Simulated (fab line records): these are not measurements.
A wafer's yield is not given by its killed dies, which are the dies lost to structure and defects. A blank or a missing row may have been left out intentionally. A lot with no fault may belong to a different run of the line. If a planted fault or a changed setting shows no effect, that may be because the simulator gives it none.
fab line records	flow nand_harc
record lots=24	wafers=72	last_day=34
route steps=1302 shown P_GATE@131
lots that met no fault: taken from a fault-free run of the same line
start_h: the number of hours between the record's first day and the start of the first shown wafer of the lot	wait_h: hours from the lot's prior step to this one	" identical to the entry in the row above	L1.1+2: several wafers, shown together as one row	- either no value or no given start	* or withheld: withheld	< > ~ a bound
route shown NAME@n: names a module that has steps shown in the file, with the first one's number in the route	usual: the fault-free wafers' mean and standard deviation	same: alike in all rows	chamber/n: place in a boat	sites: each site's reading	_std_site: their standard deviation	_edge_site: the outer-site mean with the inner-site mean subtracted	radius_mm: for every site, how far away it sits from the centre of the wafer	mask NAME#n: copy n	behind: tool/chamber where the wafer was last shaped	hold: why the lot was held/for how many hours/how that ended	device: names the non-switching transistor (n, p or np)	end of line: the same wafers' tests at the end of the route	where a step has no rows: the recipe by itself	killed: count of dies lost to structure and defects at first sort (not the wafer's yield)	map: per-die view of a wafer (x killed, . not killed, _ where there is no die)
set.NAME: the run value of the setting; set.NAME@STEP: its run value at that earlier step	model.NAME: the simulator's own value behind a step, which no gauge read
steps of the route over a sample of lots; a table a step, a row a wafer
services: the hour from which a tool's chamber was out of use, counted from the record's first day as start_h (under 0 if before that day), plus the number of hours and why
## steps
# step NHARC_P_GATE_HM_DEP_102
# recipe target_thk_a=1200	temp_c=400	material=aC
# usual throttle_valve_pct=35.000/0.0093
lot.wafer	tool	chamber	start_h	wait_h	throttle_valve_pct
L074.2	acl_dep-03	0	92.09	0.5	34.993
L074.5	"	0	"	"	34.997
L074.6	"	0	"	"	35.014
L075.2	acl_dep-03	0	104.31	1.1	35.010
L075.5	"	0	"	"	34.993
L075.6	"	0	"	"	34.994
L076.1	acl_dep-02	0	125.98	9.5	34.997
L076.2	"	0	"	"	35.005
L076.6	"	0	"	"	34.995
L077.1	acl_dep-01	0	131.17	10.6	35.011
L077.3	"	0	"	"	34.998
L077.5	"	0	"	"	34.994
L078.2	acl_dep-03	0	135.16	1.9	34.992
L078.3	"	0	"	"	34.989
L078.4	"	0	"	"	35.010
L079.2	acl_dep-02	0	150.05	0.5	34.991
L079.3	"	0	"	"	34.996
L079.4	"	0	"	"	34.982
L080.3	acl_dep-03	0	161.34	2.1	35.006
L080.5	"	0	"	"	34.986
L080.6	"	0	"	"	35.003
L081.4	acl_dep-03	0	162.09	2.8	34.990
L081.5	"	0	"	"	34.999
L081.6	"	0	"	"	34.989
L083.2	acl_dep-01	0	181.60	3.1	34.979
L083.3	"	0	"	"	35.001
L083.6	"	0	"	"	34.999
L082.1	acl_dep-01	0	182.13	3.7	35.013
L082.2	"	0	"	"	34.992
L082.4	"	0	"	"	34.998
L084.2	acl_dep-02	0	192.17	0.5	35.011
L084.4	"	0	"	"	34.997
L084.5	"	0	"	"	35.014
L085.1	acl_dep-01	0	211.06	5.1	35.006
L085.3	"	0	"	"	35.012
L085.6	"	0	"	"	34.991
L086.2	acl_dep-01	0	215.48	2.6	34.998
L086.4	"	0	"	"	34.991
L086.5	"	0	"	"	35.003
L088.1	acl_dep-01	0	241.37	2.8	35.009
L088.5	"	0	"	"	34.994
L088.6	"	0	"	"	35.000
L087.1	acl_dep-03	0	241.77	3.2	34.981
L087.3	"	0	"	"	35.003
L087.4	"	0	"	"	35.000
L089.1	acl_dep-01	0	242.01	3.4	34.989
L089.4	"	0	"	"	34.992
L089.5	"	0	"	"	34.988
L090.1	acl_dep-03	0	256.28	5.5	35.013
L090.4	"	0	"	"	34.987
L090.6	"	0	"	"	34.995
L091.2	acl_dep-01	0	267.32	3.7	34.997
L091.3	"	0	"	"	35.010
L091.6	"	0	"	"	35.020
L092.2	acl_dep-03	0	272.04	0.7	34.995
L092.4	"	0	"	"	34.995
L092.5	"	0	"	"	35.004
L093.4	acl_dep-02	0	292.09	5.4	35.022
L093.5	"	0	"	"	34.999
L093.6	"	0	"	"	34.999
L094.1	acl_dep-02	0	298.02	1.7	34.985
L094.4	"	0	"	"	35.008
L094.6	"	0	"	"	34.990
L096.1	acl_dep-01	0	312.65	5.0	34.993
L096.4	"	0	"	"	35.004
L096.6	"	0	"	"	35.009
L095.1	acl_dep-03	0	313.06	5.4	34.982
L095.3	"	0	"	"	35.001
L095.6	"	0	"	"	35.004
L097.2	acl_dep-01	0	324.09	0.9	34.998
L097.3	"	0	"	"	35.002
L097.5	"	0	"	"	35.014
# step NHARC_P_GATE_STRIP_108
# recipe o2_flow_sccm=500	ar_flow_sccm=0	bias_w=0	chemistry=O2
# usual chamber_pressure_mTorr=60.00/0.057	drypump_motor_current_A=5.5/0.44	oes_product_au=1.002/0.01	rf_vpp_V=57.8/0.98	showerhead_plenum_p_Torr=3.55/0.16	throttle_valve_pct=17.036/0.0087
lot.wafer	tool	chamber	start_h	wait_h	chamber_pressure_mTorr	drypump_motor_current_A	oes_product_au	rf_hours_counter_h	rf_vpp_V	showerhead_plenum_p_Torr	throttle_valve_pct
L074.2	rie_diel-02	3	94.52	-	60.00	5.8	1.021	1.5	54.7	3.34	17.040
L074.5	"	3	"	"	59.94	5.9	1.022	-	56.8	3.34	17.041
L074.6	"	2	"	"	59.98	6.2	0.994	-	57.9	3.62	17.053
L075.2	rie_diel-07	0	106.37	-	60.03	4.9	1.001	10.4	57.7	3.57	17.038
L075.6	"	3	"	"	59.99	5.7	0.991	-	58.6	3.71	17.034
L075.5	"	0	"	"	60.11	4.9	1.008	-	56.2	3.57	17.026
L076.1	rie_diel-02	1	128.22	-	60.10	5.5	0.996	5.4	56.4	3.39	17.031
L076.2	"	2	"	"	60.03	6.2	0.990	5.1	58.3	3.62	17.031
L076.6	"	3	"	"	60.03	5.8	1.018	-	57.7	3.34	17.042
L077.1	rie_diel-07	2	133.27	-	60.05	4.9	0.982	1.0	57.3	3.40	17.041
L077.3	"	0	"	"	60.03	4.9	1.010	1.9	56.9	3.56	17.036
L077.5	"	2	"	"	60.06	4.9	0.992	-	57.5	3.40	17.037
L078.3	rie_diel-02	3	137.08	-	60.04	5.9	1.029	5.2	57.6	3.33	17.030
L078.2	"	2	"	"	60.07	6.1	0.993	5.4	58.3	3.62	17.043
L078.4	"	1	"	"	59.92	5.5	1.008	-	56.7	3.39	17.035
L079.4	rie_diel-02	3	152.09	-	59.98	5.9	1.021	5.9	57.2	3.34	17.035
L079.3	"	0	"	"	60.02	5.1	1.010	2.4	56.6	3.33	17.049
L079.2	"	1	"	"	59.99	5.5	1.006	6.6	55.3	3.39	17.034
L080.3	rie_diel-07	2	163.35	-	59.97	4.9	0.997	2.5	56.9	3.40	17.035
L080.6	"	3	"	"	59.88	5.7	1.004	-	58.4	3.71	17.031
L080.5	"	0	"	"	59.92	4.9	1.001	-	59.3	3.56	17.036
L081.4	rie_diel-07	2	164.01	-	60.09	4.9	0.990	2.5	58.2	3.40	17.042
L081.5	"	2	"	"	59.99	4.9	1.004	-	56.9	3.40	17.040
L081.6	"	3	"	"	60.02	5.6	0.994	-	58.4	3.71	17.047
L083.3	rie_diel-02	2	183.73	-	60.00	6.2	0.976	7.4	57.0	3.61	17.041
L083.2	"	3	"	"	60.06	5.8	1.016	7.5	57.8	3.33	17.019
L083.6	"	2	"	"	59.99	6.2	0.984	-	57.9	3.61	17.034
L082.2	rie_diel-07	1	184.15	-	60.04	5.2	1.018	4.6	58.9	3.78	17.052
L082.1	"	2	"	"	59.94	4.9	0.996	4.0	57.5	3.40	17.033
L082.4	"	1	"	"	60.07	5.2	1.000	-	59.0	3.78	17.030
L084.4	rie_diel-07	0	194.25	-	59.95	4.9	1.005	5.4	56.1	3.56	17.037
L084.2	"	1	"	"	59.95	5.2	1.005	4.9	58.3	3.78	17.043
L084.5	"	0	"	"	59.97	4.9	1.005	-	58.1	3.56	17.026
L085.3	rie_diel-02	1	213.22	-	60.05	5.5	0.999	9.4	56.7	3.39	17.013
L085.1	"	2	"	"	59.99	6.2	0.993	8.6	57.6	3.61	17.040
L085.6	"	1	"	"	59.96	5.5	0.996	-	56.8	3.39	17.043
L086.4	rie_diel-07	0	217.54	-	60.06	4.9	1.002	6.9	59.9	3.56	17.041
L086.2	"	2	"	"	60.05	4.9	0.999	5.2	57.1	3.40	17.036
L086.5	"	1	"	"	60.07	5.2	1.009	-	58.7	3.78	17.025
L088.1	rie_diel-03	0	243.53	-	59.99	5.6	0.990	6.2	58.9	3.40	17.011
L088.6	"	3	"	"	59.98	6.2	1.010	-	58.8	3.76	17.051
L088.5	"	0	"	"	60.03	5.7	0.991	-	58.6	3.40	17.031
L087.3	rie_diel-03	3	243.93	-	60.02	6.1	1.005	6.3	58.7	3.77	17.030
L087.1	"	0	"	"	59.94	5.7	0.998	6.3	57.2	3.40	17.039
L087.4	"	2	"	"	60.07	5.5	1.007	6.6	57.6	3.53	17.028
L089.4	rie_diel-07	0	244.21	-	60.01	4.9	1.004	8.2	57.7	3.56	17.045
L089.1	"	2	"	"	59.91	4.9	0.993	6.2	58.1	3.40	17.026
L089.5	"	0	"	"	60.03	4.9	0.994	-	58.1	3.56	17.034
L090.1	rie_diel-03	3	258.43	-	59.98	6.2	1.005	6.7	57.3	3.76	17.045
L090.4	"	2	"	"	60.03	5.5	1.003	6.9	57.4	3.53	17.036
L090.6	"	3	"	"	60.09	6.1	1.011	-	59.1	3.76	17.020
L091.2	rie_diel-03	0	269.39	-	59.86	5.7	0.993	6.8	57.2	3.40	17.041
L091.3	"	1	"	"	60.00	5.8	0.997	7.0	57.9	3.76	17.038
L091.6	"	2	"	"	59.97	5.5	0.993	-	57.8	3.53	17.033
L092.2	rie_diel-07	2	273.99	-	60.07	4.9	1.002	8.7	56.8	3.40	17.044
L092.4	"	3	"	"	60.00	5.7	0.992	9.5	58.5	3.70	17.038
L092.5	"	1	"	"	60.08	5.2	1.000	-	58.7	3.78	17.020
L093.4	rie_diel-07	3	293.93	-	59.93	5.7	1.004	11.2	59.5	3.70	17.030
L093.5	"	2	"	"	60.00	4.9	0.999	-	57.4	3.40	17.031
L093.6	"	3	"	"	60.00	5.7	1.011	-	58.7	3.70	17.021
L094.1	rie_diel-03	3	300.18	-	60.00	6.2	1.019	0.6	57.7	3.76	17.029
L094.4	"	2	"	"	60.02	5.5	0.992	1.1	57.7	3.53	17.046
L094.6	"	3	"	"	60.03	6.2	1.018	-	60.0	3.76	17.015
L095.1	rie_diel-02	3	315.11	-	59.93	5.8	1.014	5.3	58.5	3.33	17.039
L095.3	"	1	"	"	60.11	5.5	1.004	5.9	58.3	3.39	17.039
L095.6	"	2	"	"	60.02	6.2	0.988	-	56.8	3.61	17.040
L096.1	rie_diel-03	1	315.12	-	60.03	5.8	1.009	2.0	58.9	3.75	17.037
L096.4	"	2	"	"	59.95	5.4	0.998	2.3	57.5	3.52	17.047
L096.6	"	0	"	"	59.87	5.7	0.993	-	56.8	3.40	17.035
L097.3	rie_diel-02	2	326.23	-	59.96	6.2	0.994	5.4	59.5	3.61	17.038
L097.2	"	3	"	"	60.07	5.8	1.023	5.9	58.2	3.33	17.036
L097.5	"	0	"	"	59.99	5.1	0.999	-	57.1	3.32	17.044
# step NHARC_P_GATE_STRIP_75
# recipe power_w=1500	temp_c=250	chemistry=O2
# usual drypump_motor_current_A=6.1/0.58	heater_power_w=354/30
lot.wafer	tool	chamber	start_h	wait_h	drypump_motor_current_A	heater_power_w	rf_hours_counter_h
L074.2	plasma_asher-02	0	106.62	0.2	5.1	347	4
L074.5	"	1	"	"	6.3	302	-
L074.6	"	0	"	"	5.1	347	-
L075.2	plasma_asher-02	0	118.39	0.2	5.1	344	6
L075.5	"	0	"	"	5.1	341	-
L075.6	"	1	"	"	6.3	306	-
L076.1	plasma_asher-02	1	140.22	0.2	6.3	320	10
L076.2	"	0	"	"	5.1	355	10
L076.6	"	1	"	"	6.3	302	-
L077.1	plasma_asher-02	0	145.24	0.3	5.1	348	11
L077.3	"	1	"	"	6.3	316	-
L077.5	"	0	"	"	5.1	339	-
L078.2	plasma_asher-01	0	149.16	0.2	6.7	382	30
L078.3	"	1	"	"	6.4	399	-
L078.4	"	0	"	"	6.7	389	-
L079.2	plasma_asher-01	0	164.06	0.3	6.6	385	34
L079.3	"	0	"	"	6.6	383	-
L079.4	"	1	"	"	6.4	392	-
L080.3	plasma_asher-02	1	175.35	0.2	6.3	305	-
L080.6	"	1	"	"	6.3	308	-
L080.5	"	0	"	"	5.1	346	-
L081.4	plasma_asher-01	0	176.20	0.1	6.7	361	-
L081.6	"	1	"	"	6.4	398	-
L081.5	"	0	"	"	6.7	351	-
L083.2	plasma_asher-02	1	195.73	0.2	6.3	310	23
L083.3	"	0	"	"	5.1	343	-
L083.6	"	1	"	"	6.3	309	-
L082.2	plasma_asher-01	1	196.30	0.3	6.4	389	6
L082.1	"	0	"	"	6.6	358	6
L082.4	"	1	"	"	6.4	378	-
L084.2	plasma_asher-01	0	208.40	0.2	6.7	351	8
L084.4	"	1	"	"	6.4	390	-
L084.5	"	1	"	"	6.4	384	-
L085.1	plasma_asher-02	0	225.12	0.3	5.1	346	28
L085.3	"	1	"	"	6.3	307	-
L085.6	"	1	"	"	6.3	316	-
L086.2	plasma_asher-01	1	229.54	0.2	6.4	389	13
L086.4	"	0	"	"	6.7	364	-
L086.5	"	0	"	"	6.7	357	-
L088.1	plasma_asher-01	0	255.44	0.3	6.6	358	19
L088.5	"	0	"	"	6.7	357	-
L088.6	"	1	"	"	6.5	399	-
L087.1	plasma_asher-01	1	256.11	0.2	6.4	385	20
L087.4	"	0	"	"	6.6	360	-
L087.3	"	1	"	"	6.3	387	-
L089.1	plasma_asher-01	0	262.60	0.2	6.6	358	23
L089.4	"	1	"	"	6.4	380	-
L089.5	"	1	"	"	6.5	398	-
L090.1	plasma_asher-02	1	270.17	0.2	6.3	308	2
L090.4	"	1	"	"	6.3	302	-
L090.6	"	1	"	"	6.3	315	-
L091.2	plasma_asher-02	1	281.22	0.2	6.3	304	5
L091.3	"	0	"	"	5.1	353	-
L091.6	"	1	"	"	6.3	316	-
L092.2	plasma_asher-01	0	286.03	0.2	6.7	357	28
L092.4	"	1	"	"	6.4	382	-
L092.5	"	0	"	"	6.6	359	-
L093.4	plasma_asher-01	1	305.88	0.1	6.4	386	-
L093.5	"	0	"	"	6.6	354	-
L093.6	"	1	"	"	6.4	388	-
L094.1	plasma_asher-02	1	312.23	0.3	6.3	306	11
L094.4	"	0	"	"	5.1	351	-
L094.6	"	0	"	"	5.1	348	-
L095.1	plasma_asher-02	1	326.97	0.2	6.3	309	13
L095.3	"	0	"	"	5.1	362	-
L095.6	"	1	"	"	6.3	316	-
L096.1	plasma_asher-01	0	329.15	0.2	6.6	359	34
L096.4	"	0	"	"	6.7	361	-
L096.6	"	0	"	"	6.6	368	-
L097.2	plasma_asher-01	1	338.19	0.3	6.4	397	37
L097.3	"	1	"	"	6.5	386	-
L097.5	"	1	"	"	6.4	392	-
# step NHARC_P_GATE_STRIP_76
# recipe power_w=1500	temp_c=250	chemistry=O2
# usual drypump_motor_current_A=6.1/0.6	heater_power_w=349/29
lot.wafer	tool	chamber	start_h	wait_h	drypump_motor_current_A	heater_power_w	rf_hours_counter_h
L074.2	plasma_asher-02	0	108.21	0.2	5.1	341	4
L074.6	"	0	"	"	5.1	342	-
L074.5	"	1	"	"	6.3	314	-
L075.2	plasma_asher-01	0	120.19	0.2	6.6	390	26
L075.6	"	1	"	"	6.4	410	-
L075.5	"	0	"	"	6.6	384	-
L076.1	plasma_asher-02	1	141.84	0.2	6.3	310	10
L076.2	"	0	"	"	5.1	346	10
L076.6	"	0	"	"	5.1	338	-
L077.1	plasma_asher-02	1	147.14	0.2	6.3	312	12
L077.3	"	1	"	"	6.3	315	-
L077.5	"	0	"	"	5.1	346	-
L078.2	plasma_asher-02	0	150.88	0.2	5.2	343	13
L078.4	"	1	"	"	6.3	310	-
L078.3	"	0	"	"	5.1	339	-
L079.2	plasma_asher-02	0	165.90	0.2	5.1	348	16
L079.3	"	1	"	"	6.3	309	-
L079.4	"	0	"	"	5.2	344	-
L080.3	plasma_asher-01	1	177.08	0.1	6.4	392	-
L080.5	"	0	"	"	6.7	355	-
L080.6	"	1	"	"	6.4	390	-
L081.4	plasma_asher-02	1	177.94	0.1	6.3	315	-
L081.6	"	0	"	"	5.1	342	-
L081.5	"	1	"	"	6.3	316	-
L083.2	plasma_asher-02	0	197.44	0.2	5.1	348	24
L083.3	"	0	"	"	5.1	354	-
L083.6	"	0	"	"	5.1	341	-
L082.2	plasma_asher-01	1	198.03	0.2	6.4	387	7
L082.1	"	0	"	"	6.6	364	7
L082.4	"	0	"	"	6.6	352	-
L084.2	plasma_asher-02	1	209.98	0.2	6.3	315	26
L084.4	"	1	"	"	6.3	301	-
L084.5	"	0	"	"	5.1	351	-
L085.1	plasma_asher-02	1	226.84	0.2	6.3	306	29
L085.3	"	0	"	"	5.1	342	-
L085.6	"	1	"	"	6.3	311	-
L086.2	plasma_asher-01	0	231.14	0.2	6.7	355	13
L086.4	"	1	"	"	6.4	395	-
L086.5	"	1	"	"	6.4	385	-
L088.1	plasma_asher-01	0	257.16	0.2	6.6	362	20
L088.6	"	0	"	"	6.6	359	-
L088.5	"	1	"	"	6.4	384	-
L087.1	plasma_asher-01	1	257.82	0.2	6.3	398	21
L087.3	"	0	"	"	6.6	357	-
L087.4	"	1	"	"	6.4	380	-
L089.1	plasma_asher-01	1	264.30	0.2	6.4	385	23
L089.4	"	1	"	"	6.4	384	-
L089.5	"	0	"	"	6.6	350	-
L090.1	plasma_asher-02	1	271.90	0.2	6.3	308	3
L090.4	"	1	"	"	6.3	308	-
L090.6	"	0	"	"	5.1	361	-
L091.2	plasma_asher-01	0	282.93	0.2	6.7	356	27
L091.3	"	1	"	"	6.4	388	-
L091.6	"	0	"	"	6.7	350	-
L092.2	plasma_asher-01	0	287.63	0.2	6.6	358	28
L092.4	"	1	"	"	6.4	388	-
L092.5	"	1	"	"	6.4	382	-
L093.4	plasma_asher-01	0	307.60	0.1	6.7	345	-
L093.5	"	1	"	"	6.4	389	-
L093.6	"	0	"	"	6.7	359	-
L094.1	plasma_asher-02	0	313.97	0.2	5.1	353	11
L094.4	"	0	"	"	5.1	360	-
L094.6	"	0	"	"	5.1	351	-
L095.1	plasma_asher-02	0	328.55	0.2	5.1	345	14
L095.3	"	0	"	"	5.1	360	-
L095.6	"	1	"	"	6.3	316	-
L096.1	plasma_asher-01	1	330.84	0.2	6.4	382	35
L096.4	"	0	"	"	6.7	348	-
L096.6	"	1	"	"	6.4	386	-
L097.2	plasma_asher-02	0	339.93	0.2	5.1	357	17
L097.3	"	1	"	"	6.2	316	-
L097.5	"	0	"	"	5.1	356	-
# step NHARC_P_GATE_RTA_82
# recipe temp_c=450	time_s=30
# usual lamp_power_pct=4.4/0.65	wafer_temp_C_max=452.3/0.53
lot.wafer	tool	chamber	start_h	wait_h	lamp_power_pct	wafer_temp_C_max
L074.2	rtp_anneal-02	0	112.03	-	4.9	452.9
L074.5	"	0	"	"	4.9	452.6
L074.6	"	0	"	"	4.9	452.7
L075.2	rtp_anneal-01	0	124.02	-	3.6	451.9
L075.5	"	0	"	"	3.6	452.1
L075.6	"	0	"	"	3.6	451.8
L076.1	rtp_anneal-01	0	145.53	-	3.6	452.7
L076.2	"	0	"	"	3.6	451.9
L076.6	"	0	"	"	3.6	453.4
L077.1	rtp_anneal-01	0	150.80	-	3.6	452.2
L077.3	"	0	"	"	3.6	452.2
L077.5	"	0	"	"	3.6	452.5
L078.2	rtp_anneal-02	0	154.68	-	4.9	452.6
L078.3	"	0	"	"	4.9	452.2
L078.4	"	0	"	"	4.9	452.8
L079.2	rtp_anneal-01	0	169.75	-	3.6	451.9
L079.3	"	0	"	"	3.6	452.2
L079.4	"	0	"	"	3.6	452.0
L080.3	rtp_anneal-01	0	180.76	-	3.6	451.7
L080.5	"	0	"	"	3.6	453.0
L080.6	"	0	"	"	3.6	452.6
L081.4	rtp_anneal-02	0	181.70	-	4.9	452.3
L081.5	"	0	"	"	4.9	452.0
L081.6	"	0	"	"	4.9	452.6
L083.2	rtp_anneal-02	0	201.24	-	4.9	451.1
L083.3	"	0	"	"	4.9	452.0
L083.6	"	0	"	"	4.9	451.5
L082.1	rtp_anneal-01	0	201.81	-	3.6	453.1
L082.2	"	0	"	"	3.6	452.1
L082.4	"	0	"	"	3.6	451.8
L084.2	rtp_anneal-02	0	213.79	-	4.9	452.2
L084.4	"	0	"	"	4.9	452.0
L084.5	"	0	"	"	4.9	452.7
L085.1	rtp_anneal-02	0	230.64	-	4.9	453.3
L085.3	"	0	"	"	4.9	452.7
L085.6	"	0	"	"	4.9	452.4
L086.2	rtp_anneal-02	0	234.95	-	4.9	452.3
L086.4	"	0	"	"	4.9	452.7
L086.5	"	0	"	"	4.9	452.7
L088.1	rtp_anneal-02	0	260.94	-	4.9	452.2
L088.5	"	0	"	"	4.9	452.4
L088.6	"	0	"	"	4.9	451.9
L087.1	rtp_anneal-02	0	261.68	-	4.9	451.9
L087.3	"	0	"	"	4.9	451.8
L087.4	"	0	"	"	4.9	452.4
L089.1	rtp_anneal-01	0	267.96	-	3.6	451.9
L089.4	"	0	"	"	3.6	451.7
L089.5	"	0	"	"	3.6	453.0
L090.1	rtp_anneal-01	0	275.59	-	3.6	452.2
L090.4	"	0	"	"	3.6	452.7
L090.6	"	0	"	"	3.6	453.3
L091.2	rtp_anneal-02	0	286.76	-	4.9	451.6
L091.3	"	0	"	"	4.9	452.7
L091.6	"	0	"	"	4.9	451.9
L092.2	rtp_anneal-02	0	291.46	-	4.9	452.8
L092.4	"	0	"	"	4.9	452.9
L092.5	"	0	"	"	4.9	452.6
L093.4	rtp_anneal-02	0	311.32	-	4.9	452.0
L093.5	"	0	"	"	4.9	452.5
L093.6	"	0	"	"	4.9	452.0
L094.1	rtp_anneal-02	0	317.80	-	4.9	452.5
L094.4	"	0	"	"	4.9	451.5
L094.6	"	0	"	"	4.9	451.3
L095.1	rtp_anneal-01	0	332.37	-	3.6	452.5
L095.3	"	0	"	"	3.5	452.3
L095.6	"	0	"	"	3.6	452.1
L096.1	rtp_anneal-02	0	334.65	-	4.9	452.4
L096.4	"	0	"	"	4.9	452.8
L096.6	"	0	"	"	4.9	452.0
L097.2	rtp_anneal-02	0	343.79	-	4.9	452.3
L097.3	"	0	"	"	4.9	452.4
L097.5	"	0	"	"	4.9	451.5
# step NHARC_P_GATE_INSPECT_68
# usual raw_defect_count=193/80
lot.wafer	tool	chamber	start_h	wait_h	raw_defect_count
L074.2	defect_inspect-01	-	112.20	0.1	178
L074.5	"	-	"	"	145
L074.6	"	-	"	"	123
L075.2	defect_inspect-01	-	124.19	0.1	145
L075.5	"	-	"	"	151
L075.6	"	-	"	"	120
L076.1	defect_inspect-02	-	145.73	0.2	337
L076.2	"	-	"	"	299
L076.6	"	-	"	"	262
L077.1	defect_inspect-02	-	150.99	0.2	169
L077.3	"	-	"	"	371
L077.5	"	-	"	"	177
L078.2	defect_inspect-02	-	154.85	0.1	184
L078.3	"	-	"	"	159
L078.4	"	-	"	"	133
L079.2	defect_inspect-02	-	169.92	0.1	107
L079.3	"	-	"	"	175
L079.4	"	-	"	"	134
L080.3	defect_inspect-02	-	180.90	0.1	146
L080.5	"	-	"	"	84
L080.6	"	-	"	"	212
L081.4	defect_inspect-01	-	181.81	0.1	338
L081.5	"	-	"	"	200
L081.6	"	-	"	"	172
L083.2	defect_inspect-02	-	201.41	0.1	131
L083.3	"	-	"	"	123
L083.6	"	-	"	"	235
L082.1	defect_inspect-01	-	202.01	0.2	410
L082.2	"	-	"	"	226
L082.4	"	-	"	"	280
L084.2	defect_inspect-01	-	213.96	0.1	221
L084.4	"	-	"	"	186
L084.5	"	-	"	"	191
L085.1	defect_inspect-02	-	230.84	0.2	134
L085.3	"	-	"	"	101
L085.6	"	-	"	"	105
L086.2	defect_inspect-01	-	235.12	0.1	104
L086.4	"	-	"	"	189
L086.5	"	-	"	"	160
L088.1	defect_inspect-02	-	261.13	0.2	169
L088.5	"	-	"	"	488
L088.6	"	-	"	"	173
L087.1	defect_inspect-02	-	261.88	0.2	103
L087.3	"	-	"	"	107
L087.4	"	-	"	"	147
L089.1	defect_inspect-01	-	268.15	0.2	121
L089.4	"	-	"	"	110
L089.5	"	-	"	"	167
L090.1	defect_inspect-01	-	275.79	0.2	200
L090.4	"	-	"	"	209
L090.6	"	-	"	"	203
L091.2	defect_inspect-01	-	286.93	0.1	158
L091.3	"	-	"	"	236
L091.6	"	-	"	"	200
L092.2	defect_inspect-02	-	291.63	0.1	257
L092.4	"	-	"	"	276
L092.5	"	-	"	"	224
L093.4	defect_inspect-02	-	311.43	0.1	412
L093.5	"	-	"	"	320
L093.6	"	-	"	"	378
L094.1	defect_inspect-02	-	318.00	0.2	227
L094.4	"	-	"	"	198
L094.6	"	-	"	"	202
L095.1	defect_inspect-01	-	332.57	0.2	249
L095.3	"	-	"	"	127
L095.6	"	-	"	"	189
L096.1	defect_inspect-01	-	334.85	0.2	218
L096.4	"	-	"	"	182
L096.6	"	-	"	"	120
L097.2	defect_inspect-01	-	343.96	0.1	165
L097.3	"	-	"	"	174
L097.5	"	-	"	"	143
## services
tool	chamber	start_h	hours	kind
plasma_asher-02	-	72.00	9.0	pm
rie_diel-02	0	76.81	66.3	repair
rie_diel-02	1	76.88	10.8	repair
rie_diel-03	-	104.30	9.0	pm
rie_diel-02	3	106.32	3.7	repair
rie_diel-07	-	117.20	9.0	pm
acl_dep-03	-	118.41	13.0	pm
acl_dep-01	-	149.01	0.7	repair
plasma_asher-01	-	165.03	9.0	pm
plasma_asher-02	-	173.99	0.4	repair
rie_diel-07	3	175.94	13.5	repair
acl_dep-01	-	186.56	13.0	pm
rie_diel-07	-	187.88	0.4	repair
rie_diel-03	-	194.08	0.6	repair
rie_diel-02	-	216.70	9.0	pm
plasma_asher-02	-	231.04	4.6	repair
plasma_asher-02	-	249.00	9.0	pm
rie_diel-03	-	254.16	1.2	repair
plasma_asher-02	-	260.61	2.0	repair
rie_diel-07	-	294.20	9.0	pm
acl_dep-03	-	300.06	13.0	pm
rie_diel-07	1	304.94	4.0	repair
rie_diel-07	3	308.73	40.5	repair
plasma_asher-01	-	342.15	9.0	pm
## key
fault none
